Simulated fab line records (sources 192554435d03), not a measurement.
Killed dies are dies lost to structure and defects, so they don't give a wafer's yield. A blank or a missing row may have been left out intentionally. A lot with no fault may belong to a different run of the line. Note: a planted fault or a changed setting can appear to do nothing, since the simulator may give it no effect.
fab line records	flow n5-finfet
[record] lots = 7	wafers = 21
route steps=1938 shown BEOL_M6@1221 BEOL_M7@1299 BEOL_M8@1348 BEOL_M10@1470 BEOL_M12@1653 BEOL_M13@1694
start-h: the number of hours between the record's first day and the start of the first shown wafer of the lot	wait-h: hours since the lot's step before	" as in the row above	L1.1+2: several wafers, shown together as one row	- no value, or no start was given	* or withheld: withheld	< > ~ a bound
route shown NAME@n: NAME is a module with steps in the file, n the number in the route of the first one	usual: average and standard deviation across the fault-free wafers	same: alike in all rows	chamber/n: place in a boat	sites: per-site readings	_std_site: standard deviation of those values	_edge_site: outer sites' mean less inner sites'	radius-mm: for every site, how far away it sits from the centre of the wafer	mask NAME#n: copy n	behind: tool/chamber where the wafer was last shaped	hold: cause of the lot's hold/its duration in hours/its outcome	device: the n, p or np transistor that did not switch	end of line: at the end of the route, the tests of the same wafers	for a step that has no rows: nothing shown but its recipe	killed: dies lost to structure and defects at the first sort, not the wafer's yield	map: per-die view of a wafer (x killed, . not killed, _ where there is no die)
set.NAME: setting as actually run; set.NAME@STEP: the setting as run at that earlier step	model.NAME: the simulator's own value behind a step, which no gauge read
lots where settings were altered on purpose, with a table for each step and a row for each wafer
[[steps]]
[step N5_BEOL_M6_COAT_22]
[recipe] resist = CAR-EUV	spin-rpm = 1500	resist-thk-nm = 30
lot.wafer	tool	chamber	start-h	wait-h	set.spin-rpm	model.CAR-EUV_of_BEOL_M6_COAT_22.thk-nm
L074.2+3	litho-track-02	0	-	-	1500	30
L074.5	"	0	"	"	1387	31.2
L083.2+4+6	litho-track-03	0	-	-	1500	30
L082.2+6	litho-track-05	0	-	-	1446	30.6
L082.4	"	0	"	"	1500	30.2
L089.3+5	litho-track-02	0	-	-	1500	30
L089.4	"	0	"	"	1500	30.2
L087.2	litho-track-03	0	-	-	1423	30.8
L087.5	"	0	"	"	1500	30.2
L087.6	"	0	"	"	1423	31
L091.2+3	litho-track-05	0	-	-	1639	28.6
L091.4	"	0	"	"	1500	29.8
L095.1	litho-track-02	0	-	-	1643	28.6
L095.5+6	"	0	"	"	1500	30
[step N5_BEOL_M6_EBR_24]
[recipe] solvent = PGMEA	ebr-width-mm = 1.5
[step N5_BEOL_M6_SOFTBAKE_23]
[recipe] temp-c = 110	time-s = 60	resist = CAR-EUV
[step N5_BEOL_M6_ETCH_72]
[recipe] chemistry = N2/H2	target = underlayer	target-depth-a = 65	mask-material = CAR-EUV	time-s = 5.2	ion-energy-ev = 200	pressure-mtorr = 30	source-w = 840	bias-w = 150	n2-flow-sccm = 200	h2-flow-sccm = 200	ends = cleared
[step N5_BEOL_M6_ETCH_65]
[recipe] chemistry = CF4	target = SiARC	target-depth-a = 156	mask-material = CAR-EUV	time-s = 26	ion-energy-ev = 80	pressure-mtorr = 40	source-w = 545	bias-w = 36	Ar_flow_sccm = 100	cf4-flow-sccm = 100	ends = cleared
[step N5_BEOL_M6_ETCH_66]
[recipe] chemistry = N2/H2	target = SOC	target-depth-a = 800	overetch-a = 160	mask-material = SiARC	temp-c = 40	time-s = 120	ion-energy-ev = 200	pressure-mtorr = 30	source-w = 840	bias-w = 150	n2-flow-sccm = 200	h2-flow-sccm = 200
lot.wafer	tool	chamber	start-h	wait-h	set.spin-rpm@BEOL_M6_COAT_63	model.etch.depth-nm
L074.2+5	rie-diel-01	0,1	196.62	0.0	1500	60.14
L074.3	"	3	"	"	1500	60.12
L083.2	rie-diel-05	1	264.88	0.0	1652	57.23
L083.4	"	2	"	"	1500	60.02
L083.6	"	1	"	"	1500	60.21
L082.2	rie-diel-01	1	265.10	0.0	1543	59.19
L082.4	"	2	"	"	1500	59.96
L082.6	"	2	"	"	1543	59.29
L089.3	rie-diel-05	2	278.68	0.0	1500	60.22
L089.4	"	1	"	"	1500	60.14
L089.5	"	2	"	"	1500	60.19
L087.2	rie-diel-06	0	278.72	0.0	1500	60.03
L087.5	"	3	"	"	1500	60.31
L087.6	"	0	"	"	1500	60.15
L091.2	rie-diel-05	0	290.94	0.0	1500	60.16
L091.3	"	3	"	"	1500	60.27
L091.4	"	1	"	"	1591	58.32
L095.1	rie-diel-06	2	354.65	0.0	1500	60.11
L095.5	"	3	"	"	1500	60.16
L095.6	"	2	"	"	1500	60.09
[step N5_BEOL_M7_DESCUM_33]
[recipe] chemistry = O2	time-s = 7	source-power-w = 50	bias-power-w = 20	pressure-mtorr = 20	rf-frequency-hz = 2.712e+07	temp-c = 40	resist = CAR-EUV	o2-flow-sccm = 225
lot.wafer	tool	chamber	start-h	wait-h	set.time-s	model.CAR-EUV_of_BEOL_M7_COAT_22.thk-nm
L074.2	rie-diel-02	1	206.38	0.0	7	26
L074.3	"	2	"	"	8.118	25.4
L074.5	"	2	"	"	8.118	25.6
L083.2	rie-diel-04	2	273.61	0.0	7	26
L083.4	"	0	"	"	7.483	26
L083.6	"	3	"	"	7.483	25.8
L082.2+4	rie-diel-04	2,3	274.01	0.2	8.372	25.4
L082.6	"	2	"	"	7	26.2
L089.3+5	rie-diel-04	0,1	284.65	0.0	7	26.2
L089.4	"	2	"	"	7	26
L087.2	rie-diel-03	2	288.14	0.6	7	26.2
L087.5+6	"	2,1	"	"	6.599	26.4
L091.2+3+4	rie-diel-02	1,0,2	299.38	0.1	7	26
L095.1	rie-diel-04	1	364.73	0.3	6.419	26.2
L095.5	"	2	"	"	7	26
L095.6	"	1	"	"	6.419	26.4
[step N5_BEOL_M7_ETCH_72]
[recipe] chemistry = N2/H2	target = underlayer	target-depth-a = 65	mask-material = CAR-EUV	time-s = 5.2	ion-energy-ev = 200	pressure-mtorr = 30	source-w = 840	bias-w = 150	n2-flow-sccm = 200	h2-flow-sccm = 200	ends = cleared
lot.wafer	tool	chamber	start-h	wait-h	set.time-s@BEOL_M7_DESCUM_33	model.CAR-EUV_of_BEOL_M7_COAT_22.thk-nm
L074.2	rie-diel-02	1	206.42	0.0	7	20.4
L074.3+5	"	2	"	"	8.118	19.8
L083.2	rie-diel-04	2	273.64	0.0	7	20.2
L083.4	"	0	"	"	7.483	20
L083.6	"	3	"	"	7.483	20.2
L082.2	rie-diel-04	2	274.04	0.0	8.372	19.6
L082.4	"	3	"	"	8.372	19.8
L082.6	"	2	"	"	7	20.4
L089.3+5	rie-diel-04	0,1	284.68	0.0	7	20.4
L089.4	"	2	"	"	7	20.2
L087.2	rie-diel-03	2	288.17	0.0	7	20.4
L087.5+6	"	2,1	"	"	6.599	20.6
L091.2	rie-diel-02	1	299.41	0.0	7	20.2
L091.3+4	"	0,2	"	"	7	20.4
L095.1+6	rie-diel-04	1	364.77	0.0	6.419	20.6
L095.5	"	2	"	"	7	20.2
[step N5_BEOL_M7_VIA_ETCH_34]
[recipe] chemistry = C4F6/O2	target = SiCOH_lowk	target-depth-a = 1255	mask-material = SOC	taper-deg = 4	time-s = 50.5	ion-energy-ev = 250	pressure-mtorr = 30	source-w = 345	bias-w = 185	Ar_flow_sccm = 300	C4F6_flow_sccm = 10	O2_flow_sccm = 10
[usual] rf-vpp-V = 662/17
lot.wafer	tool	chamber	start-h	wait-h	set.bias-w	rf-vpp-V
L074.2	rie-diel-02	1	206.56	0.0	213.3	748
L074.3	"	2	"	"	213.3	759
L074.5	"	2	"	"	185	680
L083.2	rie-diel-04	2	273.79	0.0	204.5	721
L083.4	"	0	"	"	204.5	695
L083.6	"	3	"	"	185	658
L082.2	rie-diel-04	2	274.19	0.0	185	665
L082.4	"	3	"	"	185	657
L082.6	"	2	"	"	195.8	699
L089.3	rie-diel-04	0	284.83	0.0	185	642
L089.4	"	2	"	"	185	666
L089.5	"	1	"	"	185	665
L087.2	rie-diel-03	2	288.32	0.0	174	641
L087.5	"	2	"	"	185	673
L087.6	"	1	"	"	185	664
L091.2	rie-diel-02	1	299.56	0.0	185	669
L091.3	"	0	"	"	185	696
L091.4	"	2	"	"	185	678
L095.1	rie-diel-04	1	364.91	0.0	208.9	730
L095.5	"	2	"	"	185	666
L095.6	"	1	"	"	185	664
[step N5_BEOL_M8_DESCUM_16]
[recipe] chemistry = O2	time-s = 7.9	source-power-w = 50	bias-power-w = 20	pressure-mtorr = 20	rf-frequency-hz = 2.712e+07	temp-c = 40	resist = CAR-ArF	o2-flow-sccm = 225
lot.wafer	tool	chamber	start-h	wait-h	set.time-s	model.CAR-ArF_of_BEOL_M8_COAT_05.thk-nm
L074.2+5	rie-diel-05	2,3	211.96	0.0	6.747	84.4
L074.3	"	3	"	"	7.9	83.8
L083.2	rie-diel-06	0	279.84	0.0	9.253	82.6
L083.4	"	1	"	"	7.9	83.4
L083.6	"	0	"	"	9.253	82.8
L082.2+6	rie-diel-01	1,3	280.46	0.3	7.9	83.6
L082.4	"	3	"	"	6.354	84.2
L089.3+5	rie-diel-06	0,2	292.37	0.0	7.9	83.4
L089.4	"	3	"	"	7.9	83.6
L087.2+6	rie-diel-06	1,3	294.69	0.0	6.846	84.2
L087.5	"	2	"	"	7.9	83.2
L091.2	rie-diel-01	1	306.09	0.1	7.9	83.8
L091.3+4	"	0,1	"	"	9.252	83
L095.1+6	rie-diel-05	2,1	370.30	0.0	6.825	84
L095.5	"	0	"	"	7.9	83.4
[step N5_BEOL_M8_ETCH_61]
[recipe] chemistry = CF4	target = SiARC	target-depth-a = 455	mask-material = CAR-ArF	time-s = 75.8	ion-energy-ev = 80	pressure-mtorr = 40	source-w = 545	bias-w = 36	Ar_flow_sccm = 100	cf4-flow-sccm = 100	ends = cleared
lot.wafer	tool	chamber	start-h	wait-h	set.time-s@BEOL_M8_DESCUM_16	model.CAR-ArF_of_BEOL_M8_COAT_05.thk-nm
L074.2+5	rie-diel-05	2,3	211.99	0.0	6.747	51.8
L074.3	"	3	"	"	7.9	51.2
L083.2+6	rie-diel-06	0	279.87	0.0	9.253	50.2
L083.4	"	1	"	"	7.9	51
L082.2+6	rie-diel-01	1,3	280.51	0.0	7.9	51
L082.4	"	3	"	"	6.354	51.6
L089.3+4+5	rie-diel-06	0,3,2	292.41	0.0	7.9	50.8
L087.2+6	rie-diel-06	1,3	294.72	0.0	6.846	51.6
L087.5	"	2	"	"	7.9	50.8
L091.2	rie-diel-01	1	306.13	0.0	7.9	51.2
L091.3	"	0	"	"	9.252	50.4
L091.4	"	1	"	"	9.252	50.2
L095.1+6	rie-diel-05	2,1	370.34	0.0	6.825	51.6
L095.5	"	0	"	"	7.9	50.8
[step N5_BEOL_M8_COAT_22]
[recipe] resist = CAR-EUV	spin-rpm = 1500	resist-thk-nm = 30
lot.wafer	tool	chamber	start-h	wait-h	set.spin-rpm	model.CAR-EUV_of_BEOL_M8_COAT_22.thk-nm
L074.2	litho-track-01	0	-	-	1500	30.2
L074.3+5	"	0	"	"	1500	30
L083.2	litho-track-01	0	-	-	1648	28.8
L083.4	"	0	"	"	1648	28.6
L083.6	"	0	"	"	1500	30
L082.2+4+6	litho-track-01	0	-	-	1500	30
L089.3+4+5	litho-track-05	0	-	-	1500	30
L087.2+6	litho-track-03	0	-	-	1500	30
L087.5	"	0	"	"	1571	29.2
L091.2	litho-track-03	0	-	-	1356	31.6
L091.3+4	"	0	"	"	1500	30
L095.1	litho-track-01	0	-	-	1642	28.6
L095.5	"	0	"	"	1500	29.8
L095.6	"	0	"	"	1500	30
[step N5_BEOL_M10_ILD_DEP_00]
[recipe] material = SiCOH_lowk	target-thk-a = 3085.1	temp-c = 300	precursor = DEMS/porogen	pressure-torr = 5	rf-w = 500	time-s = 58
lot.wafer	tool	chamber	start-h	wait-h	set.time-s	model.SiCOH_lowk_of_BEOL_M10_ILD_DEP_00.thk-nm
L074.2	pecvd-01	0	222.41	0.0	58	308
L074.3	"	1	"	"	58	307.4
L074.5	"	0	"	"	61	329.4
L083.2	pecvd-01	1	290.55	0.0	63.45	334
L083.4	"	1	"	"	58	312
L083.6	"	2	"	"	63.45	341.8
L082.2	pecvd-04	2	294.28	0.0	50.27	271.4
L082.4	"	1	"	"	50.27	274.8
L082.6	"	0	"	"	58	311.6
L089.3	pecvd-04	0	302.18	0.0	58	300.6
L089.4	"	1	"	"	58	312.4
L089.5	"	2	"	"	58	314.2
L087.2	pecvd-03	1	307.46	0.0	58	311.2
L087.5	"	2	"	"	58	315.4
L087.6	"	1	"	"	51.21	279
L091.2	pecvd-03	2	323.03	0.0	58	305.4
L091.3	"	0	"	"	58	302.2
L091.4	"	2	"	"	60.42	321.6
L095.1	pecvd-04	2	385.69	0.0	58	310.8
L095.5	"	1	"	"	58	313
L095.6	"	2	"	"	61.86	333.6
[step N5_BEOL_M10_CURE_71]
[recipe] temp-c = 385	time-s = 240	ambient = He/Ar	material = SiCOH_lowk
lot.wafer	tool	chamber	start-h	wait-h	set.time-s@BEOL_M10_ILD_DEP_00	model.SiCOH_lowk_of_BEOL_M10_ILD_DEP_00.thk-nm
L074.2	uv-cure-03	0	222.57	0.1	58	267.4
L074.3	"	0	"	"	58	267
L074.5	"	0	"	"	61	286.4
L083.2	uv-cure-01	2	290.79	0.2	63.45	290.6
L083.4	"	2	"	"	58	271
L083.6	"	2	"	"	63.45	297.4
L082.2	uv-cure-03	0	294.44	0.1	50.27	235.4
L082.4	"	0	"	"	50.27	238.2
L082.6	"	0	"	"	58	270.6
L089.3	uv-cure-03	2	302.42	0.2	58	261
L089.4	"	2	"	"	58	271.4
L089.5	"	2	"	"	58	273
L087.2	uv-cure-01	0	307.70	0.2	58	270.4
L087.5	"	0	"	"	58	274
L087.6	"	0	"	"	51.21	242
L091.2	uv-cure-01	1	323.19	0.1	58	265.2
L091.3	"	1	"	"	58	262.4
L091.4	"	1	"	"	60.42	279.6
L095.1	uv-cure-01	2	385.77	0.0	58	270
L095.5	"	2	"	"	58	272
L095.6	"	2	"	"	61.86	290.2
[step N5_BEOL_M10_THK_MEAS_01]
[recipe] reads = SiCOH_lowk_of_BEOL_M10_ILD_DEP_00
[usual] M10_ILD_THK = 269/3.7
lot.wafer	tool	chamber	start-h	wait-h	set.time-s@BEOL_M10_ILD_DEP_00	M10_ILD_THK[nm]
L074.2	film-metro-01	-	223.00	0.4	58	267
L074.3	"	-	"	"	58	267
L074.5	"	-	"	"	61	286
L083.2	film-metro-01	-	291.62	0.7	63.45	290
L083.4	"	-	"	"	58	271
L083.6	"	-	"	"	63.45	298
L082.2	film-metro-01	-	294.87	0.4	50.27	235
L082.4	"	-	"	"	50.27	238
L082.6	"	-	"	"	58	271
L089.3	film-metro-01	-	302.77	0.3	58	261
L089.4	"	-	"	"	58	271
L089.5	"	-	"	"	58	273
L087.2	film-metro-01	-	308.53	0.7	58	270
L087.5	"	-	"	"	58	274
L087.6	"	-	"	"	51.21	242
L091.2	film-metro-02	-	323.62	0.4	58	265
L091.3	"	-	"	"	58	262
L091.4	"	-	"	"	60.42	280
L095.1	film-metro-01	-	386.28	0.4	58	270
L095.5	"	-	"	"	58	272
L095.6	"	-	"	"	61.86	290
[step N5_BEOL_M10_EXPOSE_25]
[recipe] mask-id = V9	na = 1.35	source-shape = annular	sigma-inner = 0.5	sigma-outer = 0.8	polarization = unpolarized	dose-mj = 85.5
lot.wafer	tool	chamber	start-h	wait-h	mask	set.dose-mj
L074.2	arfi-scanner-02	0	228.19	-	V9#0	79.09
L074.3+5	"	0	"	"	V9#0	85.5
L083.2	arfi-scanner-03	0	293.70	-	V9#0	81.06
L083.4+6	"	0	"	"	V9#0	85.5
L082.2+4+6	arfi-scanner-02	0	298.72	-	V9#0	85.5
L089.3+4+5	arfi-scanner-02	0	307.51	-	V9#0	85.5
L087.2+5+6	arfi-scanner-03	0	310.96	-	V9#0	85.5
L091.2+3+4	arfi-scanner-01	0	327.27	-	V9#0	85.5
L095.1+5+6	arfi-scanner-02	0	391.04	-	V9#0	88.47
[step N5_BEOL_M10_PEB_26]
[recipe] peb-temp-c = withheld	peb-time-s = 60	resist = CAR-ArF
[step N5_BEOL_M10_DEVELOP_27]
[recipe] develop-time-s = 30	developer = TMAH	resist = CAR-ArF	rinse-liquid = diw	dry = air-spin	dev-temp-c = 23
[step N5_BEOL_M10_CD_MEAS_28]
[recipe] target-cd-nm = 70	landing-energy-ev = 500	detector = se-inlens	polarity = opening
[usual] cd-nm = 70.2/1.2
lot.wafer	tool	chamber	start-h	wait-h	set.dose-mj@BEOL_M10_EXPOSE_25	cd-nm
L074.2	cd-sem-03	0	228.31	-	79.09	62.7
L074.3	"	0	"	"	85.5	69.6
L074.5	"	0	"	"	85.5	68.5
L083.2	cd-sem-02	0	293.82	-	81.06	65.4
L083.4	"	0	"	"	85.5	71.4
L083.6	"	0	"	"	85.5	70.6
L082.2	cd-sem-01	0	298.85	-	85.5	70.9
L082.4	"	0	"	"	85.5	70.5
L082.6	"	0	"	"	85.5	69.3
L089.3	cd-sem-02	0	307.63	-	85.5	69.7
L089.4	"	0	"	"	85.5	69.1
L089.5	"	0	"	"	85.5	71.5
L087.2	cd-sem-03	0	311.08	-	85.5	71.3
L087.5	"	0	"	"	85.5	70.0
L087.6	"	0	"	"	85.5	70.1
L091.2	cd-sem-02	0	327.40	-	85.5	70.1
L091.3	"	0	"	"	85.5	69.9
L091.4	"	0	"	"	85.5	71.7
L095.1	cd-sem-02	0	391.18	-	88.47	73.4
L095.5	"	0	"	"	88.47	74.9
L095.6	"	0	"	"	88.47	73.8
[step N5_BEOL_M10_VIA_ETCH_34]
[recipe] chemistry = C4F6/O2	target = SiCOH_lowk	target-depth-a = 1845	mask-material = SOC	taper-deg = 4	time-s = 69.2	ion-energy-ev = 250	pressure-mtorr = 30	source-w = 345	bias-w = 185	Ar_flow_sccm = 300	C4F6_flow_sccm = 10	O2_flow_sccm = 10
[usual] rf-vpp-V = 663/21
lot.wafer	tool	chamber	start-h	wait-h	set.source-w	rf-vpp-V
L074.2	rie-diel-05	0	229.26	0.0	345	657
L074.3	"	1	"	"	319.5	727
L074.5	"	2	"	"	319.5	717
L083.2	rie-diel-06	0	294.12	0.0	345	661
L083.4	"	1	"	"	345	650
L083.6	"	1	"	"	390.5	610
L082.2	rie-diel-01	1	299.14	0.0	345	640
L082.4	"	2	"	"	392.2	614
L082.6	"	1	"	"	392.2	600
L089.3	rie-diel-06	0	307.93	0.0	345	660
L089.4	"	1	"	"	345	648
L089.5	"	3	"	"	345	650
L087.2	rie-diel-06	2	311.38	0.0	397.9	620
L087.5	"	1	"	"	397.9	604
L087.6	"	2	"	"	345	668
L091.2	rie-diel-01	3	328.03	0.0	405.1	600
L091.3	"	0	"	"	345	653
L091.4	"	3	"	"	405.1	601
L095.1	rie-diel-01	1	391.67	0.0	345	650
L095.5	"	2	"	"	313.3	686
L095.6	"	3	"	"	313.3	684
[step N5_BEOL_M12_CMP_49]
[recipe] stop-on = SiOC	t-overpolish-s = 20.6	down-force-psi = 1	platen-rpm = 50	clearing-platen-down-force-psi = 1.5	clearing-platen-rpm = 50	post-cmp-clean = cu-alkaline	target-thk-nm = 320	clearing-platen-pad-velocity-m-s = 0.99484	pad-velocity-m-s = 0.99484
[usual] barrier-field-endpoint-s = 30.7/0.93
lot.wafer	tool	chamber	start-h	wait-h	set.down-force-psi	barrier-field-endpoint-s
L074.2	cmp-01	2	244.82	0.2	0.8738	35.5
L074.3	"	3	"	"	0.8738	33.9
L074.5	"	2	"	"	1	29.1
L083.2	cmp-03	3	310.00	0.3	0.8898	33.9
L083.4	"	0	"	"	0.8898	34.2
L083.6	"	2	"	"	1	29.5
L082.4	cmp-04	1	316.96	0.2	0.8162	35.1
L082.2	"	2	"	"	1	30.4
L082.6	"	0	"	"	1	29.8
L087.2	cmp-04	0	330.88	0.3	1	29.7
L087.5	"	1	"	"	1	29.0
L087.6	"	2	"	"	1	31.2
L089.4	cmp-01	0	333.65	0.2	1	31.4
L089.3	"	2	"	"	1	31.7
L089.5	"	0	"	"	1	30.3
L091.4	cmp-01	2	346.40	0.1	1	30.9
L091.3	"	3	"	"	1	30.7
L091.2	"	1	"	"	1.181	25.8
L095.1	cmp-01	0	408.87	0.3	0.8786	34.7
L095.5	"	3	"	"	1	29.4
L095.6	"	0	"	"	0.8786	34.2
[step N5_BEOL_M13_ETCH_68]
[recipe] chemistry = N2/H2	target = SOC	mask-material = SiARC	source-w = 3000	bias-w = 350	temp-c = 40	time-s = 355	ion-energy-ev = 200	pressure-mtorr = 30	n2-flow-sccm = 200	h2-flow-sccm = 200
lot.wafer	tool	chamber	start-h	wait-h	set.time-s	model.SiARC_of_BEOL_M13_COAT_66.thk-nm
L074.2	rie-diel-03	1	247.13	0.1	284.9	83.2
L074.3	"	2	"	"	284.9	83
L074.5	"	3	"	"	355	77
L083.2	rie-diel-02	0	312.23	0.1	375.6	75.6
L083.4	"	2	"	"	355	77.8
L083.6	"	1	"	"	375.6	77.4
L082.2	rie-diel-04	3	319.33	0.1	303.2	82.2
L082.4	"	1	"	"	303.2	82
L082.6	"	2	"	"	355	77.6
L087.2	rie-diel-02	2	333.27	0.1	375.8	75.4
L087.5	"	0	"	"	355	77.6
L087.6	"	3	"	"	375.8	73.8
L089.3	rie-diel-02	0	336.14	0.1	355	77.4
L089.4	"	1	"	"	355	78.8
L089.5	"	3	"	"	355	75.8
L091.2	rie-diel-04	2	348.68	0.1	355	76.8
L091.3	"	3	"	"	278.3	84.2
L091.4	"	3	"	"	278.3	83.6
L095.1	rie-diel-04	1	411.07	0.1	281.1	82.2
L095.5	"	0	"	"	355	76.8
L095.6	"	3	"	"	281.1	83.8
[[key]]
[split] step = N5_BEOL_M6_COAT_22	setting = spin-rpm	stated = 1500	by = wafer
[response] step = N5_BEOL_M6_COAT_22	reading = model.CAR-EUV_of_BEOL_M6_COAT_22.thk-nm	change = -0.141	per = 1%	r = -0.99
[split] step = N5_BEOL_M7_DESCUM_33	setting = time-s	stated = 7	by = wafer
[response] step = N5_BEOL_M7_DESCUM_33	reading = model.CAR-EUV_of_BEOL_M7_COAT_22.thk-nm	change = -0.0355	per = 1%	r = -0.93
[response] step = N5_BEOL_M7_ETCH_72	reading = model.CAR-EUV_of_BEOL_M7_COAT_22.thk-nm	change = -0.0361	per = 1%	r = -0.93
[split] step = N5_BEOL_M7_VIA_ETCH_34	setting = bias-w	stated = 185	by = wafer
[response] step = N5_BEOL_M7_VIA_ETCH_34	reading = rf-vpp-V	change = +4.95	per = 1%	r = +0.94
[split] step = N5_BEOL_M8_DESCUM_16	setting = time-s	stated = 7.9	by = wafer
[response] step = N5_BEOL_M8_DESCUM_16	reading = model.CAR-ArF_of_BEOL_M8_COAT_05.thk-nm	change = -0.0438	per = 1%	r = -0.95
[response] step = N5_BEOL_M8_ETCH_61	reading = model.CAR-ArF_of_BEOL_M8_COAT_05.thk-nm	change = -0.046	per = 1%	r = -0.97
[split] step = N5_BEOL_M8_COAT_22	setting = spin-rpm	stated = 1500	by = wafer
[response] step = N5_BEOL_M8_COAT_22	reading = model.CAR-EUV_of_BEOL_M8_COAT_22.thk-nm	change = -0.147	per = 1%	r = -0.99
[split] step = N5_BEOL_M10_ILD_DEP_00	setting = time-s	stated = 58	by = wafer
[response] step = N5_BEOL_M10_ILD_DEP_00	reading = model.SiCOH_lowk_of_BEOL_M10_ILD_DEP_00.thk-nm	change = +3.03	per = 1%	r = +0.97
[response] step = N5_BEOL_M10_CURE_71	reading = model.SiCOH_lowk_of_BEOL_M10_ILD_DEP_00.thk-nm	change = +2.67	per = 1%	r = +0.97
[response] step = N5_BEOL_M10_THK_MEAS_01	reading = M10_ILD_THK	change = +2.68	per = 1%	r = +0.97
[split] step = N5_BEOL_M10_EXPOSE_25	setting = dose-mj	stated = 85.5	by = wafer
[response] step = N5_BEOL_M10_CD_MEAS_28	reading = cd-nm	change = +0.921	per = 1%	r = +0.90
[split] step = N5_BEOL_M10_VIA_ETCH_34	setting = source-w	stated = 345	by = wafer
[response] step = N5_BEOL_M10_VIA_ETCH_34	reading = rf-vpp-V	change = -3.49	per = 1%	r = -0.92
[split] step = N5_BEOL_M12_CMP_49	setting = down-force-psi	stated = 1	by = wafer
[response] step = N5_BEOL_M12_CMP_49	reading = barrier-field-endpoint-s	change = -0.332	per = 1%	r = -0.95
[split] step = N5_BEOL_M13_ETCH_68	setting = time-s	stated = 355	by = wafer
[response] step = N5_BEOL_M13_ETCH_68	reading = model.SiARC_of_BEOL_M13_COAT_66.thk-nm	change = -0.314	per = 1%	r = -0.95
split outside-this-file step=N5_BEOL_M6_COAT_63 setting=spin-rpm
// split outside-this-file: this setting was split too, and the file shows its column; the key of that split is in another file
